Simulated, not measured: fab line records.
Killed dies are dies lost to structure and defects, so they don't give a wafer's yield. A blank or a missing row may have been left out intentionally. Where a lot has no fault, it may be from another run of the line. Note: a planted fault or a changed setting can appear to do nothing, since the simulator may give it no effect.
fab line records + flow n5-finfet + part 2 of 2: steps 5 to 6 of 6
record:
- lots: 24
- wafers: 72
- last-day: 18
route steps=1938 shown PMOS_HMC_CHANNEL_EPI@82 FIN_SAQP@138 STI_FIN_REVEAL@187 DUMMY_GATE@234
lots that met no fault: taken from a fault-free run of the same line
start-h: hours from the record's opening day to when the first of the lot's shown wafers began + wait-h: time in hours since the lot's previous step + " unchanged from the row above + L1.1+2: a single row standing in for several wafers + - either no value or no given start + * or withheld: withheld + < > ~ a bound
route shown NAME@n: NAME is a module with steps in the file, n the number in the route of the first one + usual: average and standard deviation across the fault-free wafers + same: alike in all rows + chamber/n: place in a boat + sites: per-site readings + _std_site: how widely they spread, as a standard deviation + _edge_site: outer sites' mean less inner sites' + radius-mm: how far each site lies from the wafer's centre + mask NAME#n: copy n + behind: the most recent tool/chamber to have shaped the wafer + hold: the reason the lot was held/the length of the hold in hours/how it ended + device: transistor that didn't switch, given as n, p or np + end of line: tests of these same wafers at the route's end + a step without rows: its recipe alone + killed: the dies lost at the first sort to structure and to defects; this is not the yield of the wafer + map: shows each die of a wafer: x if killed, . if not, _ if none is there
set.NAME: the setting the step ran with; set.NAME@STEP: the setting that earlier step ran with + model.NAME: the simulator's own value behind a step, which no gauge read
the route's steps for a sample of lots (tables are steps, rows are wafers)
services: a tool's chamber out of use, with start hour (start-h, from the record's first day; less than 0 if before it), hours out, and reason
== steps ==
step: N5_STI_FIN_REVEAL_CMP_04
recipe:
- stop-on: Si3N4
- t-overpolish-s: 4
- down-force-psi: 2
- platen-rpm: 54.18
- post-cmp-clean: alkaline-brush
- pad-velocity-m-s: 1.078
- target-thk-nm: 131.83
usual:
- motor-current-A: 8.2/0.62
- overpolish-run-s: 4.001/0.0092
- time-to-endpoint-s: 102/6.9
| lot.wafer | tool   | chamber | start-h | wait-h | motor-current-A | overpolish-run-s | time-to-endpoint-s |
|-----------|--------|---------|---------|--------|-----------------|------------------|--------------------|
| L074.3    | cmp-04 | 1       | 33.38   | 0.0    | 8.8             | 4.004            | 99                 |
| L074.1    | "      | 3       | "       | "      | 7.7             | 3.998            | 91                 |
| L074.5    | "      | 2       | "       | "      | 8.8             | 3.997            | 105                |
| L075.3    | cmp-02 | 0       | 39.18   | 0.1    | 7.8             | 4.002            | 109                |
| L075.4    | "      | 1       | "       | "      | 7.6             | 4.017            | 110                |
| L075.6    | "      | 2       | "       | "      | 8.8             | 4.009            | 105                |
| L076.1    | cmp-04 | 0       | 46.40   | 0.0    | 8.0             | 4.009            | 99                 |
| L076.3    | "      | 1       | "       | "      | 9.2             | 3.994            | 100                |
| L076.6    | "      | 1       | "       | "      | 8.6             | 4.015            | 100                |
| L077.3    | cmp-04 | 3       | 54.30   | 0.0    | 7.6             | 3.996            | 93                 |
| L077.1    | "      | 2       | "       | "      | 8.3             | 3.999            | 109                |
| L077.5    | "      | 3       | "       | "      | 7.4             | 4.008            | 93                 |
| L078.4    | cmp-02 | 1       | 58.32   | 0.1    | 7.4             | 3.992            | 111                |
| L078.2    | "      | 3       | "       | "      | 6.7             | 4.005            | 113                |
| L078.5    | "      | 1       | "       | "      | 7.5             | 4.008            | 108                |
| L079.3    | cmp-04 | 3       | 63.18   | 0.0    | 8.0             | 4.003            | 94                 |
| L079.4    | "      | 1       | "       | "      | 8.5             | 4.005            | 97                 |
| L079.6    | "      | 3       | "       | "      | 7.7             | 4.010            | 94                 |
| L080.2    | cmp-04 | 1       | 69.32   | 0.0    | 8.9             | 4.001            | 96                 |
| L080.1    | "      | 2       | "       | "      | 8.4             | 4.000            | 107                |
| L080.6    | "      | 2       | "       | "      | 8.6             | 3.991            | 104                |
| L082.2    | cmp-03 | 1       | 81.89   | 0.0    | 8.6             | 4.010            | 107                |
| L082.4    | "      | 2       | "       | "      | 8.1             | 4.010            | 101                |
| L082.6    | "      | 2       | "       | "      | 7.9             | 4.016            | 102                |
| L081.4    | cmp-04 | 2       | 84.16   | 0.0    | 8.8             | 4.008            | 112                |
| L081.2    | "      | 0       | "       | "      | 8.2             | 4.009            | 99                 |
| L081.5    | "      | 2       | "       | "      | 8.2             | 4.006            | 109                |
| L083.2    | cmp-03 | 0       | 87.06   | 0.1    | 9.7             | 4.008            | 92                 |
| L083.4    | "      | 1       | "       | "      | 7.9             | 4.000            | 111                |
| L083.5    | "      | 3       | "       | "      | 8.1             | 4.000            | 101                |
| L084.4    | cmp-03 | 0       | 93.38   | 0.1    | 9.1             | 3.995            | 88                 |
| L084.3    | "      | 1       | "       | "      | 8.8             | 3.989            | 102                |
| L084.1    | "      | 2       | "       | "      | 7.7             | 3.992            | 100                |
| L085.3    | cmp-04 | 3       | 107.30  | 0.1    | 7.7             | 3.993            | 94                 |
| L085.5    | "      | 0       | "       | "      | 8.1             | 4.013            | 98                 |
| L085.6    | "      | 1       | "       | "      | 8.8             | 4.002            | 96                 |
| L086.1    | cmp-03 | 1       | 115.19  | 0.0    | 8.3             | 3.992            | 111                |
| L086.2    | "      | 2       | "       | "      | 7.7             | 3.991            | 102                |
| L086.5    | "      | 2       | "       | "      | 7.4             | 3.992            | 103                |
| L087.4    | cmp-04 | 2       | 116.05  | 0.1    | 8.4             | 3.984            | 105                |
| L087.2    | "      | 0       | "       | "      | 8.4             | 4.010            | 95                 |
| L087.6    | "      | 1       | "       | "      | 8.9             | 3.997            | 93                 |
| L088.2    | cmp-03 | 1       | 119.34  | 0.0    | 8.4             | 4.001            | 105                |
| L088.3    | "      | 0       | "       | "      | 9.4             | 3.988            | 93                 |
| L088.5    | "      | 1       | "       | "      | 8.4             | 3.998            | 105                |
| L089.2    | cmp-02 | 1       | 128.97  | 0.1    | 7.8             | 4.004            | 112                |
| L089.4    | "      | 3       | "       | "      | 7.1             | 4.019            | 108                |
| L089.6    | "      | 0       | "       | "      | 7.7             | 3.989            | 110                |
| L090.1    | cmp-02 | 0       | 131.39  | 0.1    | 7.3             | 3.988            | 111                |
| L090.6    | "      | 3       | "       | "      | 7.0             | 4.013            | 110                |
| L090.5    | "      | 0       | "       | "      | 7.5             | 3.989            | 112                |
| L091.4    | cmp-04 | 0       | 134.84  | 0.0    | 8.1             | 3.985            | 99                 |
| L091.2    | "      | 2       | "       | "      | 8.5             | 4.002            | 111                |
| L091.6    | "      | 0       | "       | "      | 8.6             | 4.001            | 98                 |
| L092.2    | cmp-02 | 2       | 142.50  | 0.1    | 8.8             | 4.010            | 112                |
| L092.6    | "      | 1       | "       | "      | 7.8             | 4.013            | 113                |
| L092.5    | "      | 2       | "       | "      | 8.5             | 3.995            | 111                |
| L093.3    | cmp-02 | 2       | 148.88  | 0.0    | 9.1             | 3.985            | 108                |
| L093.4    | "      | 3       | "       | "      | 7.3             | 4.013            | 113                |
| L093.5    | "      | 2       | "       | "      | 8.7             | 4.005            | 106                |
| L094.4    | cmp-04 | 3       | 154.23  | 0.1    | 7.5             | 4.018            | 100                |
| L094.6    | "      | 2       | "       | "      | 8.1             | 4.008            | 110                |
| L094.5    | "      | 3       | "       | "      | 7.6             | 4.015            | 97                 |
| L095.1    | cmp-03 | 1       | 161.29  | 0.2    | 8.6             | 3.996            | 103                |
| L095.5    | "      | 2       | "       | "      | 7.9             | 4.011            | 97                 |
| L095.6    | "      | 3       | "       | "      | 8.3             | 4.009            | 98                 |
| L096.1    | cmp-04 | 3       | 168.73  | 0.0    | 7.7             | 4.014            | 97                 |
| L096.3    | "      | 1       | "       | "      | 8.9             | 3.998            | 101                |
| L096.2    | "      | 2       | "       | "      | 8.7             | 4.005            | 106                |
| L097.4    | cmp-04 | 1       | 174.64  | 0.0    | 9.3             | 4.001            | 99                 |
| L097.1    | "      | 2       | "       | "      | 8.5             | 3.991            | 107                |
| L097.5    | "      | 2       | "       | "      | 8.9             | 4.009            | 113                |
step: N5_DUMMY_GATE_DESCUM_20
recipe:
- chemistry: O2
- time-s: 6.2
- source-power-w: 50
- bias-power-w: 20
- pressure-mtorr: 20
- rf-frequency-hz: 2.712e+07
- temp-c: 40
- resist: CAR-EUV
- o2-flow-sccm: 225
usual:
- drypump-motor-current-A: 5.6/0.47
- oes-product-au: 0.76/0.074
- rf-vpp-V: 243.2/1.3
- showerhead-plenum-p-Torr: 2.09/0.073
- throttle-valve-pct: 20.5/0.31
| lot.wafer | tool        | chamber | start-h | wait-h | drypump-motor-current-A | oes-product-au | rf-hours-counter-h | rf-vpp-V | showerhead-plenum-p-Torr | throttle-valve-pct |
|-----------|-------------|---------|---------|--------|-------------------------|----------------|--------------------|----------|--------------------------|--------------------|
| L074.1    | rie-diel-04 | 3       | 46.06   | 0.0    | 5.3                     | 0.75           | 170                | 244.1    | 2.18                     | 20.2               |
| L074.3    | "           | 0       | "       | "      | 5.6                     | 0.71           | 212                | 242.3    | 2.09                     | 21.0               |
| L074.5    | "           | 0       | "       | "      | 5.6                     | 0.72           | -                  | 244.5    | 2.09                     | 21.0               |
| L075.3    | rie-diel-04 | 3       | 54.53   | 1.1    | 5.3                     | 0.75           | 172                | 244.5    | 2.18                     | 20.2               |
| L075.4    | "           | 0       | "       | "      | 5.5                     | 0.72           | 214                | 243.3    | 2.09                     | 21.0               |
| L075.6    | "           | 3       | "       | "      | 5.3                     | 0.74           | -                  | 244.6    | 2.18                     | 20.2               |
| L076.1    | rie-diel-06 | 1       | 59.26   | 0.4    | 5.1                     | 0.70           | 226                | 242.0    | 1.98                     | 20.6               |
| L076.3    | "           | 3       | "       | "      | 5.3                     | 0.77           | 125                | 241.0    | 1.99                     | 20.5               |
| L076.6    | "           | 1       | "       | "      | 5.1                     | 0.70           | -                  | 241.9    | 1.98                     | 20.6               |
| L077.1    | rie-diel-04 | 0       | 68.21   | 0.2    | 5.6                     | 0.72           | 219                | 244.1    | 2.09                     | 21.0               |
| L077.3    | "           | 2       | "       | "      | 6.1                     | 0.71           | 191                | 244.2    | 2.17                     | 20.8               |
| L077.5    | "           | 1       | "       | "      | 6.4                     | 0.83           | -                  | 244.8    | 2.14                     | 20.2               |
| L078.2    | rie-diel-04 | 3       | 74.73   | 0.0    | 5.3                     | 0.74           | 178                | 243.7    | 2.17                     | 20.3               |
| L078.4    | "           | 2       | "       | "      | 6.1                     | 0.72           | 193                | 244.4    | 2.17                     | 20.9               |
| L078.5    | "           | 3       | "       | "      | 5.3                     | 0.74           | -                  | 244.8    | 2.17                     | 20.2               |
| L079.3    | rie-diel-04 | 0       | 76.20   | 0.1    | 5.5                     | 0.72           | 222                | 243.5    | 2.09                     | 21.0               |
| L079.4    | "           | 1       | "       | "      | 6.5                     | 0.82           | 79                 | 243.0    | 2.14                     | 20.2               |
| L079.6    | "           | 2       | "       | "      | 6.1                     | 0.72           | -                  | 242.3    | 2.17                     | 20.9               |
| L080.1    | rie-diel-02 | 0       | 82.84   | 0.2    | 5.9                     | 0.79           | 148                | 243.3    | 2.07                     | 20.6               |
| L080.2    | "           | 1       | "       | "      | 5.9                     | 0.90           | 41                 | 243.0    | 2.05                     | 20.1               |
| L080.6    | "           | 1       | "       | "      | 5.9                     | 0.90           | -                  | 242.9    | 2.05                     | 20.2               |
| L081.2    | rie-diel-06 | 3       | 96.63   | 0.0    | 5.3                     | 0.77           | 135                | 241.5    | 1.99                     | 20.5               |
| L081.4    | "           | 0       | "       | "      | 5.3                     | 0.89           | 28                 | 242.2    | 2.06                     | 20.7               |
| L081.5    | "           | 3       | "       | "      | 5.3                     | 0.76           | -                  | 242.2    | 1.99                     | 20.5               |
| L082.2    | rie-diel-02 | 3       | 100.67  | 0.0    | 5.0                     | 0.80           | 111                | 241.8    | 2.01                     | 20.8               |
| L082.4    | "           | 1       | "       | "      | 5.9                     | 0.88           | 46                 | 242.8    | 2.05                     | 20.2               |
| L082.6    | "           | 1       | "       | "      | 5.9                     | 0.88           | -                  | 241.8    | 2.05                     | 20.1               |
| L083.2    | rie-diel-04 | 1       | 103.23  | 0.0    | 6.5                     | 0.80           | 86                 | 243.7    | 2.13                     | 20.2               |
| L083.4    | "           | 3       | "       | "      | 5.3                     | 0.74           | 185                | 244.1    | 2.17                     | 20.2               |
| L083.5    | "           | 2       | "       | "      | 6.1                     | 0.71           | -                  | 244.5    | 2.17                     | 20.9               |
| L084.1    | rie-diel-06 | 2       | 108.60  | 0.0    | 4.8                     | 0.68           | 236                | 244.0    | 2.15                     | 20.6               |
| L084.3    | "           | 1       | "       | "      | 5.2                     | 0.68           | 238                | 239.9    | 1.98                     | 20.6               |
| L084.4    | "           | 3       | "       | "      | 5.3                     | 0.77           | 138                | 241.7    | 1.99                     | 20.5               |
| L085.3    | rie-diel-04 | 1       | 119.49  | 0.0    | 6.5                     | 0.81           | 90                 | 243.4    | 2.13                     | 20.2               |
| L085.5    | "           | 3       | "       | "      | 5.3                     | 0.73           | -                  | 246.1    | 2.17                     | 20.3               |
| L085.6    | "           | 2       | "       | "      | 6.1                     | 0.71           | -                  | 245.0    | 2.17                     | 20.9               |
| L086.1    | rie-diel-06 | 0       | 127.49  | 0.0    | 5.4                     | 0.88           | 39                 | 242.9    | 2.06                     | 20.7               |
| L086.2    | "           | 3       | "       | "      | 5.3                     | 0.74           | 145                | 241.5    | 1.98                     | 20.5               |
| L086.5    | "           | 1       | "       | "      | 5.1                     | 0.68           | -                  | 241.9    | 1.98                     | 20.6               |
| L087.2    | rie-diel-02 | 1       | 131.27  | 0.0    | 5.9                     | 0.87           | 54                 | 243.3    | 2.04                     | 20.2               |
| L087.4    | "           | 0       | "       | "      | 6.0                     | 0.77           | 160                | 242.8    | 2.07                     | 20.7               |
| L087.6    | "           | 2       | "       | "      | 5.8                     | 0.68           | -                  | 242.4    | 2.05                     | 20.0               |
| L088.2    | rie-diel-02 | 3       | 134.30  | 0.2    | 5.0                     | 0.78           | 120                | 241.5    | 2.00                     | 20.8               |
| L088.3    | "           | 0       | "       | "      | 5.9                     | 0.77           | 161                | 244.3    | 2.07                     | 20.6               |
| L088.5    | "           | 3       | "       | "      | 5.0                     | 0.78           | -                  | 242.2    | 2.00                     | 20.8               |
| L089.2    | rie-diel-02 | 1       | 141.23  | 0.1    | 5.9                     | 0.87           | 57                 | 243.8    | 2.04                     | 20.2               |
| L089.4    | "           | 2       | "       | "      | 5.8                     | 0.68           | 214                | 244.0    | 2.04                     | 20.0               |
| L089.6    | "           | 0       | "       | "      | 5.9                     | 0.77           | -                  | 244.6    | 2.07                     | 20.6               |
| L090.1    | rie-diel-06 | 3       | 145.64  | 0.0    | 5.3                     | 0.75           | 151                | 243.0    | 1.98                     | 20.5               |
| L090.5    | "           | 2       | "       | "      | 4.8                     | 0.67           | -                  | 242.6    | 2.15                     | 20.6               |
| L090.6    | "           | 0       | "       | "      | 5.3                     | 0.87           | -                  | 243.0    | 2.06                     | 20.7               |
| L091.2    | rie-diel-02 | 2       | 149.11  | 0.0    | 5.8                     | 0.67           | 217                | 244.7    | 2.04                     | 20.0               |
| L091.4    | "           | 3       | "       | "      | 5.1                     | 0.78           | 125                | 242.7    | 2.00                     | 20.8               |
| L091.6    | "           | 2       | "       | "      | 5.8                     | 0.68           | -                  | 243.8    | 2.04                     | 20.0               |
| L092.2    | rie-diel-04 | 0       | 155.23  | 0.0    | 5.6                     | 0.70           | 241                | 242.4    | 2.08                     | 21.0               |
| L092.5    | "           | 0       | "       | "      | 5.5                     | 0.70           | -                  | 242.3    | 2.08                     | 21.0               |
| L092.6    | "           | 1       | "       | "      | 6.5                     | 0.80           | -                  | 243.5    | 2.13                     | 20.2               |
| L093.3    | rie-diel-04 | 1       | 161.68  | 0.1    | 6.6                     | 0.79           | 102                | 243.1    | 2.13                     | 20.2               |
| L093.4    | "           | 2       | "       | "      | 6.1                     | 0.69           | 217                | 243.8    | 2.16                     | 20.9               |
| L093.5    | "           | 3       | "       | "      | 5.3                     | 0.71           | -                  | 244.8    | 2.17                     | 20.3               |
| L094.4    | rie-diel-04 | 3       | 166.84  | 0.0    | 5.3                     | 0.72           | 204                | 244.3    | 2.17                     | 20.3               |
| L094.5    | "           | 0       | "       | "      | 5.6                     | 0.71           | -                  | 241.7    | 2.08                     | 21.1               |
| L094.6    | "           | 1       | "       | "      | 6.5                     | 0.79           | -                  | 243.5    | 2.13                     | 20.2               |
| L095.1    | rie-diel-06 | 3       | 173.64  | 0.0    | 5.3                     | 0.75           | 163                | 240.9    | 1.98                     | 20.6               |
| L095.5    | "           | 1       | "       | "      | 5.1                     | 0.97           | -                  | 245.8    | 2.24                     | 20.2               |
| L095.6    | "           | 3       | "       | "      | 5.3                     | 0.74           | -                  | 242.1    | 1.98                     | 20.6               |
| L096.1    | rie-diel-06 | 0       | 182.98  | 0.0    | 5.3                     | 0.85           | 57                 | 242.9    | 2.05                     | 20.7               |
| L096.2    | "           | 1       | "       | "      | 5.1                     | 0.98           | 10                 | 246.3    | 2.23                     | 20.2               |
| L096.3    | "           | 3       | "       | "      | 5.3                     | 0.74           | 167                | 240.8    | 1.98                     | 20.6               |
| L097.1    | rie-diel-02 | 3       | 187.51  | 0.0    | 5.1                     | 0.77           | 136                | 241.9    | 2.00                     | 20.8               |
| L097.4    | "           | 0       | "       | "      | 6.0                     | 0.76           | 176                | 242.8    | 2.06                     | 20.7               |
| L097.5    | "           | 3       | "       | "      | 5.1                     | 0.77           | -                  | 242.2    | 2.00                     | 20.8               |
== services ==
| tool        | chamber | start-h | hours | kind   |
|-------------|---------|---------|-------|--------|
| ald-sin-01  | 1       | 7.90    | 5.7   | repair |
| rie-diel-03 | 2       | 17.48   | 1.4   | repair |
| rie-diel-04 | 3       | 21.75   | 5.6   | repair |
| rie-diel-02 | -       | 27.88   | 28.1  | pm     |
| rie-diel-03 | -       | 33.78   | 0.2   | repair |
| ald-sin-01  | -       | 47.66   | 0.5   | repair |
| rie-diel-03 | 1       | 52.70   | 4.1   | repair |
| ald-sin-04  | 1       | 59.41   | 3.4   | repair |
| rie-diel-03 | 2       | 60.98   | 1.8   | repair |
| cmp-04      | -       | 74.39   | 9.3   | pm     |
| ald-sin-01  | -       | 85.30   | 14.0  | pm     |
| rie-diel-01 | -       | 87.14   | 1.0   | repair |
| rie-diel-02 | 3       | 87.44   | 2.6   | repair |
| ald-sin-03  | 1       | 94.06   | 38.2  | repair |
| ald-sin-01  | 1       | 103.98  | 88.0  | repair |
| rie-diel-04 | 2       | 109.23  | 1.6   | repair |
| rie-diel-06 | 2       | 112.41  | 19.7  | repair |
| rie-diel-04 | 0       | 138.95  | 5.4   | repair |
| rie-diel-01 | -       | 141.22  | 1.0   | repair |
| rie-diel-05 | -       | 143.37  | 14.6  | pm     |
| rie-diel-03 | 3       | 149.91  | 2.5   | repair |
| cmp-04      | -       | 157.62  | 7.9   | pm     |
| ald-sin-03  | 2       | 160.21  | 7.0   | repair |
| rie-diel-05 | -       | 180.40  | 15.6  | pm     |
